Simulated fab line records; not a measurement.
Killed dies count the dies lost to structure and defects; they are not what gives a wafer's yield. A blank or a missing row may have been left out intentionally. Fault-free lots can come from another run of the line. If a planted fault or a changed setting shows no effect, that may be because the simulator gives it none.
Comparing a struck lot with a sound one ; flow nand-harc ; 38 out of 1159 route steps
Sound: wafers L776.1, L776.4, L776.6. Wafers struck: L779.2, L779.3, L779.5. At the end, the cause is stated.
Per side, at each step with rows, come the tool, then ch with its chambers, and then its first start. Under that, the readings that differ: sound wafers ; struck wafers ; difference of the means ; sigmas: that difference in standard deviations of wafers without a fault.
alike: words and numbers the same on both sides, and readings whose means are apart by under 2 such deviations; not compared: readings that were withheld, readings missing a value for some wafer, numbers with overlapping values and no deviation given by the record, and bounds like >300 which may hide the same value.
The two part at a step that has a row with sigmas, a row that says differs or no value, or rows on one side only. When numbers do not overlap yet have no deviation, they are printed without sigmas and do not part them. Lack of a reading on every wafer of one side parts them only where that side has two or more wafers.

first, 2 steps without rows for these wafers: NHARC_A_WL_FILL_ALD_10 (deposits SiO2, target thk 50 nm, pulse time 10 s, ald cycles 500); NHARC_A_WL_FILL_ETCHBACK_16 (etches the open film in C4F8/O2/Ar, target depth 88 nm, time 17.6 s).
NHARC_A_WL_FILL_STRIP_29: strips in O2, time 20 s.
  sound on rie-diel-06 ch 0,1,3, day 15 20:43; struck on rie-diel-09 ch 2,3, day 16 17:31
  alike: drypump-motor-current-A, mfc-ar-sccm, oes-product-au, rf-vpp-V, showerhead-plenum-p-Torr, throttle-valve-pct
  not compared: rf-hours-counter-h
then, 8 steps without rows for these wafers: NHARC_A_WL_FILL_ETCHBACK_17 (etches the open film in Cl2/BCl3, target depth 4 nm, time 26.7 s); NHARC_A_WL_FILL_PRECLEAN_18 (cleans in dHF, time 30 s); NHARC_A_WL_FILL_SRD_21; NHARC_A_WL_FILL_CVD_23 (deposits poly-Si, target thk 40 nm, time 800 s); NHARC_A_WL_FILL_ETCHBACK_26 (etches the open film in HBr, target depth 52 nm, time 13.3 s); NHARC_A_WL_FILL_PRECLEAN_30 (cleans in dHF, time 10 s); NHARC_A_WL_FILL_SRD_14; NHARC_A_WL_FILL_ALD_19 (deposits TiN, target thk 2 nm, pulse time 3 s, ald cycles 100).
NHARC_A_WL_FILL_CVD_20: deposits W, target thk 75 nm, time 5064 s.
  sound on cvd-w-01 ch 0,1; struck on cvd-w-01 ch 0,1
reading;sound;struck;difference;sigmas
susceptor-temp-C (C);299.99 300.22 299.97;- - -;no value on the struck wafers;
  alike: heater-power-w, mfc-ar-sccm, throttle-valve-pct
NHARC_A_WL_FILL_CMP_12: polishes, t overpolish 30 s, target thk 75 nm.
  sound on cmp-04 ch 0,1, day 16 11:26; struck on cmp-04 ch 2,3, day 17 04:49
  alike: motor-current-A, overpolish-run-s, retaining-ring-pressure-frac, slurry-flow-ml-min, time-to-endpoint-s
then, 1 step without rows for these wafers: NHARC_A_WL_FILL_SRD_31.
NHARC_A_WL_FILL_INSPECT_15:
  sound on defect-inspect-01, day 16 11:53; struck on defect-inspect-02, day 17 05:16
reading;sound;struck;difference;sigmas
raw-defect-count;383 512 279;722 672 724;+315;+3
then, 13 steps without rows for these wafers: NHARC_A_CONTACT_DEP_24 (deposits SiO2, target thk 500 nm); NHARC_A_CONTACT_DEP_28 (deposits aC, target thk 3600 nm); NHARC_A_CONTACT_DEP_29 (deposits SiON, target thk 70 nm); NHARC_A_CONTACT_DEHYDRATE_32 (time 120 s); NHARC_A_CONTACT_HMDS_33 (time 30 s); NHARC_A_CONTACT_COAT_34 (time 75 s); NHARC_A_CONTACT_COAT_35 (time 65 s); NHARC_A_CONTACT_COAT_36 (resist thk 90 nm); NHARC_A_CONTACT_SOFTBAKE_37 (time 55 s); NHARC_A_CONTACT_EBR_38; NHARC_A_CONTACT_EXPOSE_39 (exposes mask A CC 3); NHARC_A_CONTACT_PEB_40 (peb time 65 s); NHARC_A_CONTACT_DEVELOP_41 (develop time 35 s).
NHARC_A_CONTACT_CD_MEAS_42: the cd target is 200 nm.
  sound on cd-sem-03 ch 0, day 16 18:28; struck on cd-sem-01 ch 0, day 17 08:55
  alike: cd-nm
NHARC_A_CONTACT_OVL_MEAS_43:
  sound on overlay-01, day 16 18:34; struck on overlay-02, day 17 09:00
  alike: overlay-x-nm, overlay-y-nm
NHARC_A_CONTACT_DESCUM_47: chemistry O2, time 3 s.
  sound on rie-diel-10 ch 0,2, day 16 18:40; struck on rie-diel-11 ch 0,2,3, day 17 09:07
  alike: drypump-motor-current-A, mfc-ar-sccm, oes-product-au, rf-vpp-V, showerhead-plenum-p-Torr, throttle-valve-pct
  not compared: rf-hours-counter-h
NHARC_A_CONTACT_ETCH_48: etches the open film in CF4, target depth 39 nm, time 65 s.
  sound on rie-diel-10 ch 0,2, day 16 18:46; struck on rie-diel-11 ch 0,2, day 17 09:12
  alike: drypump-motor-current-A, mfc-ar-sccm, oes-product-au, rf-vpp-V, showerhead-plenum-p-Torr, throttle-valve-pct
  not compared: rf-hours-counter-h
NHARC_A_CONTACT_ETCH_49: etches the open film in N2/H2, target depth 260 nm, time 475.3 s.
  sound on rie-diel-10 ch 0,2,3; struck on rie-diel-11 ch 0,1,2
  alike: drypump-motor-current-A, mfc-ar-sccm, oes-product-au, rf-vpp-V, showerhead-plenum-p-Torr, throttle-valve-pct
  not compared: rf-hours-counter-h
then, 4 steps without rows for these wafers: NHARC_A_CONTACT_ETCH_50 (etches the open film in CF4/CHF3, target depth 84.7 nm, time 42.4 s); NHARC_A_CONTACT_ETCH_51 (etches the open film in O2/COS, target depth 3600 nm, time 936 s); NHARC_A_CONTACT_ETCH_111 (etches the open film in C4F8/O2/Ar, time 140 s, target depth 700 nm); NHARC_A_CONTACT_ETCH_112 (etches the open film in C4F8/O2/Ar, time 94 s, target depth 922 nm).
-- the record jumps here: 3 days lie between the struck wafers' starts before and after (it left off in module A_CONTACT and takes up again in module END, whose first step shown is number 1159 of the route) --
NHARC_END_SORT_01:
  at this point the record logs the struck wafers (prober-02 ch 0, day 20 19:23) and has no rows for the sound ones

## WHERE THEY PART
At NHARC_A_WL_FILL_CVD_20 first; at NHARC_END_SORT_01 last (within this record only).

WHY: the cause the simulator had injected
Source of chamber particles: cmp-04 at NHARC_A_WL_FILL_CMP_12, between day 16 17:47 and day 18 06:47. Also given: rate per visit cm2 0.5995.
